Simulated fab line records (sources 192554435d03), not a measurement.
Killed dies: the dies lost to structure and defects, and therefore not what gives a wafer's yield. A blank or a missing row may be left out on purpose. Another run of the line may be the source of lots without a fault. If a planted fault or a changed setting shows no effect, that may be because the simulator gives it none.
A struck lot beside a sound one / flow n5 finfet / 37 steps out of a route of 1938
Sound: the wafers L166.1, L166.3, L166.5. Wafers L161.2, L161.3, L161.4 were the ones struck. Last of all comes the cause.
For every step that has rows: the tool of each side, followed by ch and its chambers, followed by its first start. Under that, the readings that differ: sound wafers / struck wafers / difference of the means / sigmas: that difference in standard deviations of wafers without a fault.
alike: words and numbers the same on both sides, and readings whose means are apart by under 2 such deviations; not compared: readings that were withheld, readings missing a value for some wafer, numbers with overlapping values and no deviation given by the record, and bounds like >300 which may hide the same value.
Wherever a step has rows on one side only, a row that says differs or no value, or a row with sigmas, the two part there. When numbers do not overlap yet have no deviation, they are printed without sigmas and do not part them. A reading missing from all wafers of one side parts the sides only when that side holds two or more wafers.

first, 9 steps without rows for these wafers: N5_BEOL_M4_ANNEAL_95 (time 240 s); N5_BEOL_M4_SPUTTER_96 (material Cu, target thk 4.5 nm, time 8.29 s); N5_BEOL_M4_ECD_50 (material Cu, target thk 300 nm); N5_BEOL_M4_ANNEAL_51 (time 90 s); N5_BEOL_M4_CMP_52 (polishes, stops on SiOC, t overpolish 6.8 s, target thk 40 nm); N5_BEOL_M4_PRE_CLEAN_60 (time 15 s); N5_BEOL_M4_CO_CAP_55 (material Co, precursor CCTBA/H2, target thk 2 nm, time 102.1 s); N5_BEOL_M4_PRE_CLEAN_56 (time 15 s); N5_BEOL_M4_DEP_57 (deposits SiCN from 3MS/NH3, target thk 8 nm, time 14 s).
N5_BEOL_M4_RC_MEAS_101:
  sound on prober-02 ch 0, day 17 15:15; struck on prober-01 ch 0, day 17 07:06
  alike: DIBL_N, DIBL_P, IOFF_N, IOFF_P, ION_N, ION_P, SS_N, SS_P, VT_N, VT_P
then, 24 steps without rows for these wafers: N5_BEOL_M5_ILD_DEP_00 (deposits SiCOH lowk from DEMS/porogen, target thk 140.64 nm, time 25.9 s); N5_BEOL_M5_CURE_79 (cures SiCOH lowk, time 240 s); N5_BEOL_M5_PECVD_70 (deposits SiO2 from TEOS/O2, target thk 16 nm, time 18 s); N5_BEOL_M5_HM_DEP_02 (deposits TiN, target thk 20 nm); N5_BEOL_M5_COAT_59 (time 60 s, resist thk 60 nm); N5_BEOL_M5_COAT_60 (time 60 s, resist thk 12 nm); N5_BEOL_M5_COAT_71 (time 60 s, resist thk 5 nm); N5_BEOL_M5_COAT_05 (resist thk 30 nm); N5_BEOL_M5_EBR_07; N5_BEOL_M5_SOFTBAKE_06 (time 60 s); N5_BEOL_M5_EXPOSE_08 (exposes mask M5, target cd 28 nm); N5_BEOL_M5_PEB_09 (peb time 60 s); N5_BEOL_M5_DEVELOP_10 (develop time 30 s); N5_BEOL_M5_DESCUM_16 (chemistry O2, time 7 s); N5_BEOL_M5_ETCH_72 (etches underlayer in N2/H2, target depth 6.5 nm, time 5.2 s); N5_BEOL_M5_ETCH_61 (etches SiARC in CF4, target depth 15.6 nm, time 26 s); N5_BEOL_M5_ETCH_62 (etches SOC in N2/H2, target depth 75 nm, overetch 15 nm, time 112.5 s); N5_BEOL_M5_STRIP_63 (strips in N2/H2); N5_BEOL_M5_STRIP_73 (strips in N2/H2); N5_BEOL_M5_STRIP_64 (strips in CF4); N5_BEOL_M5_HM_OPEN_17 (chemistry Cl2/BCl3, target TiN, target depth 20 nm, overetch 6 nm); N5_BEOL_M5_STRIP_19 (strips in O2); N5_BEOL_M5_COAT_65 (time 60 s, resist thk 60 nm); N5_BEOL_M5_COAT_66 (time 60 s, resist thk 12 nm).
N5_BEOL_M5_ALD_86: deposits TaN, pulse time 2 s, purge time 3 s, co reactant purge time 2 s.
  sound on ald metal-03 ch 1,2,3, day 17 22:30; struck on ald metal-04 ch 0,1,2, day 17 14:53
  no value came back on the struck wafers for ald cycles, chamber pressure Torr (Torr), heater power w (W), precursor vessel carrier sccm (sccm); on the sound wafers ald cycles reads 30 30 30
N5_BEOL_M5_CMP_52: polishes, stops on SiCOH lowk, t overpolish 6.9 s, target thk 62 nm.
  sound on cmp-03 ch 2,3, day 18 03:52; struck on cmp-02 ch 0,2,3, day 17 22:17
reading=barrier field endpoint s (s); sound=25.4 25.0 25.9; struck=21.6 22.4 22.4; difference=-3.3; sigmas=-4
  alike: clearing platen down force psi, edge zone pressure frac, motor current A
-- record jumps: 4 days separate the struck wafers' starts on either side; left off in module BEOL_M5, taken up again in module PASSIVATION, whose first shown step is the route's number 1936 --
N5_PASSIVATION_PROBE_49:
  sound on prober-01 at day 22 19:18; struck on prober-02 at day 22 06:57
reading=defect limited yield (%); sound=90.8 93.0 94.1; struck=0 0 0; difference=-93; sigmas=-62
reading=killed_at_M4_up; sound=19 12 12; struck=1092 1098 1058; difference=+1068; sigmas=+99 or more
reading=killed dies; sound=108 83 70; struck=1180 1180 1180; difference=+1093; sigmas=+61
reading=killed on rim; sound=20 10 12; struck=152 152 152; difference=+138; sigmas=+38
reading=sort_bin_4_leakage (%); sound=0 0 0; struck=91.10 91.61 88.22; difference=+90.31; sigmas=
reading=sort n pass; sound=1072 1097 1110; struck=0 0 0; difference=-1093; sigmas=-61
reading=sort yield pct (%); sound=90.8 93.0 94.1; struck=0 0 0; difference=-93; sigmas=-62
  alike: killed_at_M0_to_M3, killed at contacts, killed at front end, killed at other, killed open, killed short, sort_bin_5_function, sort_bin_6_memory, sort_bin_8_speed

## WHERE THEY PART
Earliest at N5_BEOL_M5_ALD_86; latest, in this record, at N5_PASSIVATION_PROBE_49.

WHY: the cause the simulator had injected
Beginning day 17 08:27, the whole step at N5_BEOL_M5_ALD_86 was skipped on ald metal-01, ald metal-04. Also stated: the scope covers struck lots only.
